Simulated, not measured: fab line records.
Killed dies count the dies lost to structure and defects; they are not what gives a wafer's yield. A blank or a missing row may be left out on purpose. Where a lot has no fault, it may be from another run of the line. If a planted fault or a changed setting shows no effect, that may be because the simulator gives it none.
fab line records    flow n5_finfet
[record] lots = 5  wafers = 15  last_day = 18
route steps=1938 shown BEOL_M3@958 BEOL_M4@1111 PASSIVATION@1936
lots that met no fault: taken from a fault-free run of the same line
start_h: hours from the record's opening day to when the first of the lot's shown wafers began    wait_h: hours elapsed since this lot's preceding step    " identical to the entry in the row above    L1.1+2: several wafers, shown together as one row    - no value, or no start was given    * or withheld: withheld    < > ~ a bound
route shown NAME@n: NAME is a module with steps in the file, n the number in the route of the first one    usual: mean/standard deviation of fault-free wafers    same: alike in all rows    chamber/n: place in a boat    sites: per-site readings    _std_site: standard deviation of those values    _edge_site: the outer-site mean with the inner-site mean subtracted    radius_mm: for every site, how far away it sits from the centre of the wafer    mask NAME#n: copy n    behind: the most recent tool/chamber to have shaped the wafer    hold: cause of the lot's hold/its duration in hours/its outcome    device: whichever transistor did not switch (one of n, p or np)    end of line: the same wafers' tests at the end of the route    where a step has no rows: the recipe by itself    killed: not the wafer's yield, but the dies lost to structure and defects at the first sort    map: per-die view of a wafer (x killed, . not killed, _ where there is no die)
set.NAME: the run value of the setting; set.NAME@STEP: its run value at that earlier step    model.NAME: the simulator's own value behind a step, which no gauge read
lots seen at some steps along the route; tables by step, rows by wafer
services: the hour from which a tool's chamber was out of use, counted from the record's first day as start_h (under 0 if before that day), plus the number of hours and why
[[steps]]
[step N5_BEOL_M3_COAT_68]
[recipe] resist = SiARC  temp_c = 220  time_s = 60  spin_rpm = 1500  resist_thk_nm = 12
[step N5_BEOL_M3_COAT_76]
[recipe] resist = underlayer  temp_c = 205  time_s = 60  spin_rpm = 1500  resist_thk_nm = 5
[step N5_BEOL_M3_COAT_22]
[recipe] resist = CAR-EUV  spin_rpm = 1500  resist_thk_nm = 30
[step N5_BEOL_M3_EBR_24]
[recipe] solvent = PGMEA  ebr_width_mm = 1.5
[step N5_BEOL_M3_SOFTBAKE_23]
[recipe] temp_c = 110  time_s = 60  resist = CAR-EUV
[step N5_BEOL_M3_EXPOSE_25]
[recipe] mask_id = V2  na = 0.33  source_shape = quasar  sigma_inner = 0.2  sigma_outer = 0.8  polarization = unpolarized  defocus_nm = 5  dose_mj = 63
[step N5_BEOL_M3_PEB_26]
[recipe] peb_temp_c = 100  peb_time_s = 60  resist = CAR-EUV
[step N5_BEOL_M3_DEVELOP_27]
[recipe] develop_time_s = 30  developer = TMAH  resist = CAR-EUV  rinse_liquid = surfactant_rinse  dry = air_spin  dev_temp_c = 23
[step N5_BEOL_M3_CD_MEAS_28]
[recipe] target_cd_nm = 25.7  landing_energy_ev = 500  detector = se_inlens  target_cd_y_nm = 23.3  polarity = opening
[usual] cd_nm = 25.75/0.27
lot.wafer  tool       chamber  start_h  wait_h  cd_nm
L236.3     cd_sem-02  0        178.52   -       26.20
L236.5     "          0        "        "       25.69
L236.6     "          0        "        "       25.55
L238.1     cd_sem-03  0        189.39   -       25.73
L238.3     "          0        "        "       26.05
L238.4     "          0        "        "       25.87
L255.1     cd_sem-01  0        293.13   -       26.39
L255.4     "          0        "        "       26.07
L255.6     "          0        "        "       26.24
L254.2     cd_sem-02  0        295.50   -       25.37
L254.4     "          0        "        "       25.68
L254.5     "          0        "        "       25.50
L253.2     cd_sem-03  0        298.85   -       25.73
L253.4     "          0        "        "       25.67
L253.6     "          0        "        "       25.88
[step N5_BEOL_M3_OVL_MEAS_29]
[recipe] points_per_wafer = 522
[usual] V2_OVL = -0.2/0.64
lot.wafer  tool        chamber  start_h  wait_h  V2_OVL[nm]
L236.3     overlay-02  0        178.56   0.0     0.1
L236.5     "           0        "        "       -0.1
L236.6     "           0        "        "       -1.4
L238.1     overlay-01  0        189.42   0.0     -0.6
L238.3     "           0        "        "       -0.9
L238.4     "           0        "        "       -0.9
L255.1     overlay-02  0        293.16   0.0     -0.6
L255.4     "           0        "        "       -1.1
L255.6     "           0        "        "       -0.9
L254.2     overlay-01  0        295.54   0.0     -0.9
L254.4     "           0        "        "       -0.1
L254.5     "           0        "        "       -1.1
L253.2     overlay-02  0        298.88   0.0     -0.1
L253.4     "           0        "        "       -0.2
L253.6     "           0        "        "       -0.1
[step N5_BEOL_M3_INSPECT_30]
[recipe] mode = adi  inspect_instrument = brightfield
[usual] raw_defect_count = 415/84
lot.wafer  tool               chamber  start_h  wait_h  raw_defect_count
L236.3     defect_inspect-02  -        178.61   0.0     447
L236.5     "                  -        "        "       491
L236.6     "                  -        "        "       447
L238.1     defect_inspect-01  -        189.48   0.1     466
L238.3     "                  -        "        "       537
L238.4     "                  -        "        "       626
L255.1     defect_inspect-01  -        293.22   0.1     327
L255.4     "                  -        "        "       387
L255.6     "                  -        "        "       411
L254.2     defect_inspect-01  -        295.59   0.0     465
L254.4     "                  -        "        "       496
L254.5     "                  -        "        "       362
L253.2     defect_inspect-01  -        298.94   0.0     441
L253.4     "                  -        "        "       504
L253.6     "                  -        "        "       434
[step N5_BEOL_M3_DESCUM_33]
[recipe] chemistry = O2  time_s = 7  source_power_w = 50  bias_power_w = 20  pressure_mtorr = 20  rf_frequency_hz = 2.712e+07  temp_c = 40  resist = CAR-EUV  o2_flow_sccm = 225
[usual] bias_power_w = 20.00/0.059  drypump_motor_current_A = 5.6/0.4  oes_product_au = 0.78/0.083  rf_vpp_V = 243.3/1.1  showerhead_plenum_p_Torr = 2.10/0.052  throttle_valve_pct = 20.4/0.31
lot.wafer  tool         chamber  start_h  wait_h  bias_power_w  drypump_motor_current_A  oes_product_au  rf_hours_counter_h  rf_vpp_V  showerhead_plenum_p_Torr  throttle_valve_pct
L236.3     rie_diel-02  1        178.64   0.0     20.02         6.5                      0.71            196                 242.5     2.07                      20.4
L236.5     "            3        "        "       20.00         5.1                      0.69            -                   242.2     2.05                      20.5
L236.6     "            0        "        "       20.00         5.5                      0.81            -                   242.2     2.03                      20.4
L238.1     rie_diel-02  1        189.52   0.0     20.06         6.5                      0.72            198                 243.8     2.07                      20.4
L238.3     "            3        "        "       20.10         5.1                      0.70            231                 244.2     2.05                      20.5
L238.4     "            0        "        "       20.03         5.5                      0.81            101                 241.7     2.03                      20.4
L255.1     rie_diel-04  2        293.26   0.0     20.07         5.6                      0.79            113                 245.6     2.17                      20.3
L255.4     "            0        "        "       20.01         6.0                      0.68            247                 243.9     2.15                      20.7
L255.6     "            2        "        "       19.96         5.6                      0.78            -                   244.8     2.17                      20.2
L254.2     rie_diel-03  0        295.62   0.0     19.94         5.6                      0.86            42                  242.1     2.03                      20.0
L254.4     "            1        "        "       19.97         4.9                      0.87            47                  241.0     2.03                      20.5
L254.5     "            3        "        "       20.07         6.0                      0.76            -                   242.9     2.08                      20.6
L253.2     rie_diel-04  0        298.97   0.0     19.85         6.0                      0.68            249                 243.7     2.14                      20.7
L253.4     "            2        "        "       20.01         5.6                      0.79            115                 244.0     2.17                      20.2
L253.6     "            2        "        "       19.97         5.6                      0.78            -                   244.2     2.17                      20.2
[step N5_BEOL_M3_ETCH_77]
[recipe] chemistry = N2/H2  target = underlayer  target_depth_a = 65  mask_material = CAR-EUV  time_s = 5.2  ion_energy_ev = 200  pressure_mtorr = 30  source_w = 840  bias_w = 150  n2_flow_sccm = 200  h2_flow_sccm = 200  ends = cleared
[usual] drypump_motor_current_A = 5.6/0.39  etch_rf_on_time_s = 5.26/0.19  h2_flow_sccm = 200.0/0.57  oes_product_au = 0.66/0.074  rf_vpp_V = 524.4/2.1  showerhead_plenum_p_Torr = 2.56/0.066  throttle_valve_pct = 17.9/0.32
lot.wafer  tool         chamber  start_h  wait_h  drypump_motor_current_A  etch_rf_on_time_s  h2_flow_sccm  oes_product_au  rf_hours_counter_h  rf_vpp_V  showerhead_plenum_p_Torr  throttle_valve_pct
L236.3     rie_diel-02  1        178.68   0.0     6.5                      5.01               199.9         0.64            196                 523.8     2.51                      17.9
L236.5     "            3        "        "       5.1                      5.35               199.4         0.58            -                   523.9     2.52                      18.1
L236.6     "            0        "        "       5.5                      5.17               199.5         0.71            -                   520.1     2.47                      17.9
L238.1     rie_diel-02  1        189.55   0.0     6.6                      5.04               200.0         0.62            198                 525.0     2.51                      17.9
L238.3     "            3        "        "       5.1                      5.23               220.4         0.59            231                 524.7     2.58                      18.6
L238.4     "            0        "        "       5.6                      5.18               200.8         0.69            101                 522.5     2.47                      18.0
L255.1     rie_diel-04  2        293.29   0.0     5.6                      5.12               199.4         0.68            113                 528.2     2.67                      17.8
L255.4     "            0        "        "       6.0                      5.78               199.4         0.56            247                 525.5     2.63                      18.3
L255.6     "            2        "        "       5.6                      5.10               200.2         0.67            -                   528.0     2.67                      17.8
L254.2     rie_diel-03  0        295.66   0.0     5.6                      5.13               199.1         0.75            42                  523.3     2.48                      17.5
L254.4     "            1        "        "       4.9                      5.18               200.3         0.74            47                  523.3     2.48                      18.0
L254.5     "            3        "        "       6.0                      5.38               200.2         0.63            -                   523.3     2.53                      18.1
L253.2     rie_diel-04  0        299.01   0.0     6.0                      5.74               199.5         0.56            249                 523.9     2.63                      18.3
L253.4     "            2        "        "       5.6                      5.06               200.3         0.68            115                 526.8     2.67                      17.8
L253.6     "            2        "        "       5.6                      5.04               200.6         0.69            -                   527.6     2.67                      17.8
[step N5_BEOL_M3_ETCH_69]
[recipe] chemistry = CF4  target = SiARC  target_depth_a = 156  mask_material = CAR-EUV  time_s = 26  ion_energy_ev = 80  pressure_mtorr = 40  source_w = 545  bias_w = 36  Ar_flow_sccm = 100  cf4_flow_sccm = 100  ends = cleared
[usual] drypump_motor_current_A = 5.6/0.39  etch_rf_on_time_s = 26.3/0.77  oes_product_au = 0.66/0.072  rf_vpp_V = 184.2/1  showerhead_plenum_p_Torr = 2.16/0.058  throttle_valve_pct = 15.67/0.28
lot.wafer  tool         chamber  start_h  wait_h  drypump_motor_current_A  etch_rf_on_time_s  oes_product_au  rf_hours_counter_h  rf_vpp_V  showerhead_plenum_p_Torr  throttle_valve_pct
L236.3     rie_diel-02  1        178.69   0.0     6.5                      25.5               0.62            196                 184.2     2.13                      15.66
L236.5     "            3        "        "       5.1                      26.4               0.59            -                   184.3     2.13                      15.94
L236.6     "            0        "        "       5.6                      26.5               0.68            -                   182.8     2.07                      15.39
L238.1     rie_diel-02  1        189.57   0.0     6.5                      25.6               0.63            198                 183.8     2.13                      15.66
L238.3     "            3        "        "       5.1                      26.2               0.59            231                 184.2     2.13                      15.95
L238.4     "            0        "        "       5.5                      26.5               0.69            101                 184.9     2.07                      15.39
L255.1     rie_diel-04  2        293.31   0.0     5.6                      25.4               0.69            113                 185.6     2.25                      15.57
L255.4     "            0        "        "       6.0                      28.3               0.57            247                 185.1     2.21                      16.01
L255.6     "            2        "        "       5.6                      25.4               0.68            -                   185.4     2.25                      15.57
L254.2     rie_diel-03  0        295.68   0.0     5.5                      26.0               0.75            42                  183.7     2.08                      15.16
L254.4     "            1        "        "       4.9                      26.3               0.73            47                  182.8     2.10                      15.72
L254.5     "            3        "        "       6.0                      26.9               0.63            -                   184.1     2.15                      15.88
L253.2     rie_diel-04  0        299.02   0.0     6.0                      27.5               0.57            249                 186.0     2.21                      15.99
L253.4     "            2        "        "       5.6                      25.2               0.69            115                 186.5     2.25                      15.59
L253.6     "            2        "        "       5.6                      25.2               0.68            -                   185.2     2.25                      15.59
[step N5_BEOL_M4_RC_MEAS_101]
[usual] DIBL_N = 36.7/2.6  DIBL_P = 36.9/2.8  IOFF_N = 0.17/0.043  IOFF_P = 0.22/0.05  ION_N = 678/15  ION_P = 465/9.2  SS_N = 71.6/0.79  SS_P = 73.5/0.82  VT_N = 250/3.9  VT_P = -250/3.7
lot.wafer  tool       chamber  start_h  wait_h  DIBL_N[mV/V]  DIBL_P[mV/V]  IOFF_N[nA/um]  IOFF_P[nA/um]  ION_N[uA/um]  ION_P[uA/um]  SS_N[mV/dec]  SS_P[mV/dec]  VT_N[mV]  VT_P[mV]
L236.3     prober-01  0        197.75   0.3     36.7          35.3          0.16           0.18           667           451           72.4          73.2          251       -253
L236.5     "          0        "        "       40.1          39.2          0.23           0.23           686           461           73.2          74.4          246       -252
L236.6     "          0        "        "       38.6          39.1          0.21           0.24           708           473           72.6          73.9          244       -248
L238.1     prober-02  0        213.83   0.0     36.0          35.8          0.15           0.26           680           477           71.3          73.2          250       -245
L238.3     "          0        "        "       38.1          37.9          0.18           0.29           709           493           72.8          73.0          250       -242
L238.4     "          0        "        "       36.0          35.4          0.15           0.25           698           486           71.5          72.8          246       -244
L255.1     prober-02  0        309.58   0.0     40.2          41.8          0.21           0.26           690           467           72.0          73.5          248       -249
L255.4     "          0        "        "       38.7          40.5          0.17           0.25           680           474           72.8          73.3          253       -251
L255.6     "          0        "        "       37.8          39.3          0.15           0.24           662           467           71.0          74.0          254       -251
L254.2     prober-01  0        312.80   0.2     32.7          33.2          0.12           0.16           684           467           71.2          72.6          251       -254
L254.4     "          0        "        "       35.7          36.1          0.16           0.20           661           453           72.0          72.6          250       -252
L254.5     "          0        "        "       32.3          33.4          0.11           0.16           663           463           70.9          72.6          255       -255
L253.2     prober-01  0        334.92   0.2     41.5          42.3          0.24           0.30           696           474           72.3          74.3          246       -249
L253.4     "          0        "        "       40.9          41.8          0.23           0.28           697           476           72.4          73.9          245       -248
L253.6     "          0        "        "       39.1          39.8          0.19           0.25           696           472           72.0          74.7          247       -248
[step N5_PASSIVATION_PROBE_49]
[usual] defect_limited_yield = 91.0/1.4  killed_at_M0_to_M3 = 36/9.6  killed_at_M4_up = 14/6.1  killed_at_contacts = 13/6.6  killed_at_front_end = 40/11  killed_at_other = 3.2/2.9  killed_dies = 106/17  killed_open = 71/12  killed_short = 33/7.3  sort_bin_5_function = 5.3/1  sort_bin_6_memory = 3.4/0.68  sort_n_pass = 1073/19  sort_yield_pct = 91.0/1.6
[same] gross_dies = 1180  killed_at_back_side = 0  sort_bin_4_leakage[%] = 0  sort_bin_8_speed[%] = 0
lot.wafer  tool       chamber  start_h  wait_h  defect_limited_yield[%]  killed_at_M0_to_M3  killed_at_M4_up  killed_at_contacts  killed_at_front_end  killed_at_other  killed_dies  killed_open  killed_short  sort_bin_5_function[%]  sort_bin_6_memory[%]  sort_n_pass  sort_yield_pct[%]
L236.3     prober-02  -        302.90   0.1     90.7                     26                  6                16                  57                   5                110          76           32            5.7                     3.4                   1070         90.7
L236.5     prober-02  -        303.00   0.2     93.5                     24                  9                6                   36                   2                77           58           17            3.4                     3.1                   1103         93.5
L236.6     prober-02  -        303.05   0.3     90.6                     37                  18               4                   49                   3                111          73           37            5.8                     3.3                   1069         90.6
L238.1     prober-02  -        317.83   0.0     93.1                     29                  16               2                   35                   0                82           55           27            4.2                     2.5                   1098         93.1
L238.3     prober-02  -        317.93   0.1     92.6                     31                  12               11                  30                   3                87           57           30            3.1                     3.9                   1093         92.6
L238.4     prober-02  -        317.98   0.2     90.9                     39                  12               5                   50                   1                107          59           26            6.4                     2.5                   1073         90.9
L254.2     prober-01  -        425.19   0.1     90.2                     31                  15               20                  49                   1                116          83           31            6.0                     3.3                   1064         90.2
L254.4     prober-01  -        425.29   0.2     90.5                     43                  9                16                  43                   1                112          80           27            5.1                     3.8                   1068         90.5
L254.5     prober-01  -        425.34   0.2     94.6                     22                  4                6                   32                   0                64           36           26            3.2                     1.8                   1116         94.6
L253.2     prober-02  -        443.25   0.1     90.4                     38                  24               8                   41                   2                113          66           40            5.3                     3.5                   1067         90.4
L253.4     prober-02  -        443.35   0.2     89.9                     49                  19               4                   44                   3                119          74           44            6.8                     3.1                   1061         89.9
L253.6     prober-02  -        443.45   0.3     88.5                     44                  25               5                   57                   5                136          100          35            7.5                     3.8                   1044         88.5
// killed by level:class
L236.3 FIN_SAQP:geometric_particle:open=16 MOL_CONTACT_COAG:geometric_particle:open=12 BEOL_M3:geometric_particle:open=12 FIN_SAQP:geometric_particle:short=11 STI_FIN_REVEAL:geometric_particle:open=11 MOL_CONTACT_COAG:geometric_particle:short=4 BEOL_M0_SAQP:geometric_particle:open=4 STARTING-WAFER:geometric_particle:open=4
L236.5 FIN_SAQP:geometric_particle:open=12 BEOL_M2:geometric_particle:open=11 STI_FIN_REVEAL:geometric_particle:open=10 BEOL_M3:geometric_particle:open=5 FIN_SAQP:geometric_particle:short=4 MOL_CONTACT_COAG:geometric_particle:open=4 BEOL_M4:geometric_particle:open=4 BEOL_M0_SAQP:geometric_particle:short=3
L236.6 FIN_SAQP:geometric_particle:open=13 STI_FIN_REVEAL:geometric_particle:open=10 BEOL_M0_SAQP:geometric_particle:short=9 BEOL_M2:geometric_particle:open=8 BEOL_M1:geometric_particle:open=6 DUMMY_GATE:geometric_particle:open=6 BEOL_M0_SAQP:geometric_particle:open=6 BEOL_M4:geometric_particle:open=6
L238.1 BEOL_M4:geometric_particle:open=10 STI_FIN_REVEAL:geometric_particle:open=8 GATE_CUT:geometric_particle:short=8 BEOL_M0_SAQP:geometric_particle:open=6 GATE_CUT:geometric_particle:open=5 BEOL_M1:geometric_particle:open=5 BEOL_M2:geometric_particle:open=5 BEOL_M2:geometric_particle:short=5
L238.3 BEOL_M1:geometric_particle:open=11 MOL_CONTACT_COAG:geometric_particle:open=8 GATE_CUT:geometric_particle:short=7 GATE_CUT:geometric_particle:open=6 BEOL_M2:geometric_particle:open=6 STARTING-WAFER:geometric_particle:short=5 FIN_SAQP:geometric_particle:open=4 BEOL_M0_SAQP:geometric_particle:short=4
L238.4 FIN_CUT:area_etch=21 BEOL_M2:geometric_particle:open=13 BEOL_M1:geometric_particle:open=13 GATE_CUT:geometric_particle:short=7 MOL_CONTACT_COAG:geometric_particle:open=5 DUMMY_GATE:geometric_particle:open=4 GATE_CUT:geometric_particle:open=4 BEOL_M4:geometric_particle:open=4
L254.2 MOL_CONTACT_COAG:geometric_particle:open=16 FIN_SAQP:geometric_particle:open=13 STI_FIN_REVEAL:geometric_particle:open=12 BEOL_M1:geometric_particle:open=10 BEOL_M4:geometric_particle:open=7 FIN_SAQP:geometric_particle:short=6 BEOL_M2:geometric_particle:open=6 ILD0:geometric_particle:short=4
L254.4 STI_FIN_REVEAL:geometric_particle:open=18 BEOL_M2:geometric_particle:open=13 MOL_CONTACT_COAG:geometric_particle:open=12 BEOL_M0_SAQP:geometric_particle:short=11 FIN_SAQP:geometric_particle:open=8 BEOL_M0_SAQP:geometric_particle:open=6 BEOL_M3:geometric_particle:open=5 FIN_SAQP:geometric_particle:short=4
L254.5 FIN_SAQP:geometric_particle:short=8 MOL_CONTACT_COAG:geometric_particle:open=6 DUMMY_GATE:geometric_particle:open=5 FIN_SAQP:geometric_particle:open=4 BEOL_M0_SAQP:geometric_particle:short=4 BEOL_M0_SAQP:geometric_particle:open=4 BEOL_M2:geometric_particle:open=4 BEOL_M2:geometric_particle:short=3
L253.2 BEOL_M4:geometric_particle:open=12 BEOL_M2:geometric_particle:open=11 GATE_CUT:geometric_particle:short=11 BEOL_M2:geometric_particle:short=8 FIN_SAQP:geometric_particle:open=7 MOL_CONTACT_COAG:geometric_particle:open=6 BEOL_M0_SAQP:geometric_particle:short=5 BEOL_M0_SAQP:geometric_particle:open=5
L253.4 GATE_CUT:geometric_particle:short=13 FIN_SAQP:geometric_particle:open=12 BEOL_M1:geometric_particle:open=10 BEOL_M0_SAQP:geometric_particle:short=9 BEOL_M3:geometric_particle:open=9 GATE_CUT:geometric_particle:open=7 BEOL_M4:geometric_particle:open=7 BEOL_M0_SAQP:geometric_particle:open=6
L253.6 BEOL_M4:geometric_particle:open=14 FIN_SAQP:geometric_particle:open=11 GATE_CUT:geometric_particle:open=10 BEOL_M3:geometric_particle:open=10 STI_FIN_REVEAL:geometric_particle:open=9 BEOL_M1:geometric_particle:open=9 BEOL_M2:geometric_particle:open=7 GATE_CUT:geometric_particle:short=6
[[services]]
tool         chamber  start_h  hours  kind
rie_diel-04  3        200.03   2.9    repair
rie_diel-03  2        218.45   2.0    repair
rie_diel-02  3        250.70   -      clean
rie_diel-02  3        250.70   -      consumable_replace:focus_ring
rie_diel-02  3        250.70   20.8   scheduled_down
rie_diel-02  3        250.70   20.8   vent_cycle
[[key]]
[first_sign] step = N5_BEOL_M3_ETCH_77  reading = h2_flow_sccm  direction = up  sigmas = 36  usual = 200.0  struck = 220.4
effect none on later readings
met_at N5_BEOL_M3_ETCH_77
struck_wafers L238.3
[baseline_loss] step = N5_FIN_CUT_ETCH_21  wafers = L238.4
onset_between 178.68 189.55
[fault] kind = process_parameter_drift  tool = rie_diel-02  chamber = 3  onset_h = 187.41  steps = N5_BEOL_M3_ETCH_77  channel = h2_flow_sccm  offset = 20  shape = step  end_h = 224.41  acts_in = these_recipes_only  stated = 200
// baseline_loss: these wafers lose ten dies or more at that step, a loss of the line's own and not of a fault; the sort's usual values leave them out
